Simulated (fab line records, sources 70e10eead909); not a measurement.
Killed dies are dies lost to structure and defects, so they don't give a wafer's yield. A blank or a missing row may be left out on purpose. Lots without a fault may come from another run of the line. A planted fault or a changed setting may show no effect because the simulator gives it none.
One fault seen from 3 desks | flow nand_harc | each desk has only its own numbers; what lay behind them comes last

THE TOOL OWNER'S DESK: rie_diel-12
The tool's own readings at NHARC_A_SLIT_ETCH_24 (etches the open film in CF4/CHF3, target depth 121 nm, time 60.5 s): means of the sampled wafers that have a number, for each lot that ran on this tool. A lot is out of limits, marked OUT, if its mean lies more than 4 standard deviations from the usual mean; the brackets give that distance.
Columns: A = drypump_motor_current_A at NHARC_A_SLIT_ETCH_24, usual 5.6 A; B = oes_product_au at NHARC_A_SLIT_ETCH_24, usual 0.962 a.u.; C = rf_vpp_V at NHARC_A_SLIT_ETCH_24, usual 370.1 V; D = showerhead_plenum_p_Torr at NHARC_A_SLIT_ETCH_24, usual 1.56 Torr; E = throttle_valve_pct at NHARC_A_SLIT_ETCH_24, usual 16.803 %
lot  | first seen here | A   | B     | C     | D    | E
L662 | day 23 23:45    | 5.6 | 0.930 | 368.6 | 1.50 | 16.798
L661 | day 24 10:47    | 5.9 | 0.932 | 369.6 | 1.54 | 16.802
L668 | day 26 21:43    | 5.8 | 0.922 | 369.3 | 1.52 | 16.793
L669 | day 28 00:41    | 6.1 | 0.978 | 368.9 | 1.53 | 16.807
This desk's finding: nothing out of limits on any of the 4 lots.

THE METROLOGY DESK
What the gauges read, lot by lot, whatever tool the lot ran on: means of the sampled wafers that have a number. A lot is out of limits, marked OUT, if its mean lies more than 4 standard deviations from the usual mean; the brackets give that distance.
Columns: A = cd_nm at NHARC_A_SLIT_CD_MEAS_09, usual 299.9 nm; B = overlay_x_nm at NHARC_A_SLIT_OVL_MEAS_10, usual -0.2 nm; C = overlay_y_nm at NHARC_A_SLIT_OVL_MEAS_10, usual 0.1 nm
lot  | first seen here | A     | B    | C
L655 | day 21 13:03    | 300.2 | 0.4  | -0.7
L662 | day 23 23:29    | 299.8 | -1.4 | -0.3
L661 | day 24 10:31    | 299.6 | -0.1 | 0.1
L665 | day 26 02:54    | 299.9 | -0.0 | 0.7
L668 | day 26 21:27    | 300.4 | -1.2 | 1.1
L669 | day 28 00:25    | 300.4 | -1.0 | 0.3
This desk's finding: nothing out of limits on any of the 6 lots.

THE DEFECT DESK
What the inspections along the route counted, lot by lot: means of the sampled wafers that have a number. A lot is out of limits, marked OUT, if its mean lies more than 4 standard deviations from the usual mean; the brackets give that distance.
Columns: A = raw_defect_count at NHARC_A_SLIT_INSPECT_11, usual 63
lot  | first seen here | A
L655 | day 21 13:10    | 76
L662 | day 23 23:36    | 50
L661 | day 24 10:38    | 16
L665 | day 26 03:02    | 98
L668 | day 26 21:35    | 61
L669 | day 28 00:32    | 65
This desk's finding: nothing out of limits on any of the 6 lots.

PUT TOGETHER
The tool owner's desk saw nothing out of limits.
The metrology desk saw nothing out of limits.
The defect desk saw nothing out of limits.

WHAT THE SIMULATOR HAD PUT IN
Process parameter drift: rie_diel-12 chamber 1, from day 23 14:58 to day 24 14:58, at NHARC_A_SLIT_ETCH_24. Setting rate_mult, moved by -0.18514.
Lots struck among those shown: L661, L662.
